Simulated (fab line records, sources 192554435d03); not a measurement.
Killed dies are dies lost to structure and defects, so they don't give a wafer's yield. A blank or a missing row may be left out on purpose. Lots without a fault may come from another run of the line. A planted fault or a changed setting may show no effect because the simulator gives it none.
Tool commonality check | flow n5_finfet | 9 lots, 26 wafers sampled

WHY IT WAS OPENED
At N5_BEOL_M0_CUTY_INSPECT_59 the reading raw_defect_count is flagged on 3 of 9 lots. Wafers without a fault read 2.2, standard deviation 1.4.
Rule: a lot is flagged when every wafer of it that has a number lies more than 4 standard deviations from that mean, or none has a number. The other lots count as sound.

lot  | measured     | on                | raw_defect_count, wafer by wafer | flag
L761 | day 6 12:43  | defect_inspect-02 | 1 1 1                            |
L762 | day 6 21:03  | defect_inspect-02 | 3 2 2                            |
L768 | day 8 05:28  | defect_inspect-01 | >300 >300 292                    | FLAGGED
L772 | day 9 06:04  | defect_inspect-02 | >300 >300 >300                   | FLAGGED
L773 | day 9 14:19  | defect_inspect-02 | >300 >300 >300                   | FLAGGED
L774 | day 9 22:58  | defect_inspect-02 | 2 1                              |
L777 | day 10 13:41 | defect_inspect-02 | 2 2 5                            |
L780 | day 11 11:20 | defect_inspect-02 | 2 4 2                            |
L781 | day 11 12:18 | defect_inspect-01 | 0 1 2                            |
The numbers of the flagged lots are 292.0 on average: +289.8 against the usual, or +99 or more standard deviations.

WHICH TOOL RAN EACH LOT
The record holds 2 process steps before the reading, out of a route of 1938 steps. In each cell: the tool, then ch and the chambers that the sampled wafers went through, then the start.
lot  | flag    | N5_BEOL_M0_SAQP_ETCH_73            | N5_BEOL_M0_SAQP_ALD_48
L761 |         | rie_diel-03 ch 0,3, day 6 11:25    | ald_sin-02 ch 0,1,3, day 6 11:39
L762 |         | rie_diel-03 ch 0,3, day 6 19:27    | ald_sin-03 ch 1,2,3, day 6 19:53
L768 | FLAGGED | rie_diel-03 ch 0,1,3, day 8 04:10  | ald_sin-03 ch 0,2,3, day 8 04:23
L772 | FLAGGED | rie_diel-03 ch 1,2, day 9 04:38    | ald_sin-03 ch 1, day 9 04:52
L773 | FLAGGED | rie_diel-03 ch 1,2, day 9 13:08    | ald_sin-03 ch 0,3, day 9 13:22
L774 |         | rie_diel-05 ch 0,1, day 9 21:29    | ald_sin-03 ch 0,3, day 9 21:56
L777 |         | rie_diel-05 ch 0,1, day 10 12:28   | ald_sin-01 ch 0,2,3, day 10 12:44
L780 |         | rie_diel-05 ch 0,1,2, day 11 10:02 | ald_sin-01 ch 0,1,3, day 11 10:16
L781 |         | rie_diel-06 ch 1,2,3, day 11 10:59 | ald_sin-02 ch 0,2,3, day 11 11:13
What these steps do:
- N5_BEOL_M0_SAQP_ETCH_73: etches SiARC in CF4, target depth 19.5 nm, time 32.5 s.
- N5_BEOL_M0_SAQP_ALD_48: deposits SiO2, target thk 20 nm, pulse time 1 s, co reactant pulse time 1 s.
- N5_BEOL_M0_CUTY_INSPECT_59: inspects for defects (macro).

FLAGGED OVER TOTAL, TOOL BY TOOL (the gauges that took the reading come last)
step                       | tool              | lots run | flagged | share of the flagged lots | sound lots run after its first flagged lot
N5_BEOL_M0_SAQP_ETCH_73    | rie_diel-03       | 5        | 3       | all                       | 0
N5_BEOL_M0_SAQP_ETCH_73    | rie_diel-05       | 3        | 0       | none                      | -
N5_BEOL_M0_SAQP_ETCH_73    | rie_diel-06       | 1        | 0       | none                      | -
N5_BEOL_M0_SAQP_ALD_48     | ald_sin-01        | 2        | 0       | none                      | -
N5_BEOL_M0_SAQP_ALD_48     | ald_sin-02        | 2        | 0       | none                      | -
N5_BEOL_M0_SAQP_ALD_48     | ald_sin-03        | 5        | 3       | all                       | 1 (L774)
N5_BEOL_M0_CUTY_INSPECT_59 | defect_inspect-01 | 2        | 1       | some                      | 1 (L781)
N5_BEOL_M0_CUTY_INSPECT_59 | defect_inspect-02 | 7        | 2       | some                      | 3 (L774,L777,L780)

WHAT THE TABLE ALLOWS
2 rows of the table ran every flagged lot: rie_diel-03 at N5_BEOL_M0_SAQP_ETCH_73, ald_sin-03 at N5_BEOL_M0_SAQP_ALD_48.
- rie_diel-03 at N5_BEOL_M0_SAQP_ETCH_73: 3 of its 5 lots flagged. Its last sound lot is L762 (day 6 19:27), its first flagged lot L768 (day 8 04:10): a fault that began between those two fits.
- ald_sin-03 at N5_BEOL_M0_SAQP_ALD_48: 3 of its 5 lots flagged. Sound lots ran on it after the first flagged one (L774), which a lasting fault on the whole tool wouldn't allow.
One tool is left: rie_diel-03 at N5_BEOL_M0_SAQP_ETCH_73.

WHAT THE SIMULATOR HAD PUT IN
Chamber particle source: rie_diel-03, from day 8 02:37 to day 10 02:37, at N5_BEOL_M0_SAQP_ETCH_73. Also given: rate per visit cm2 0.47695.
Lots struck among those shown: L768, L772, L773. The rule above found the same.
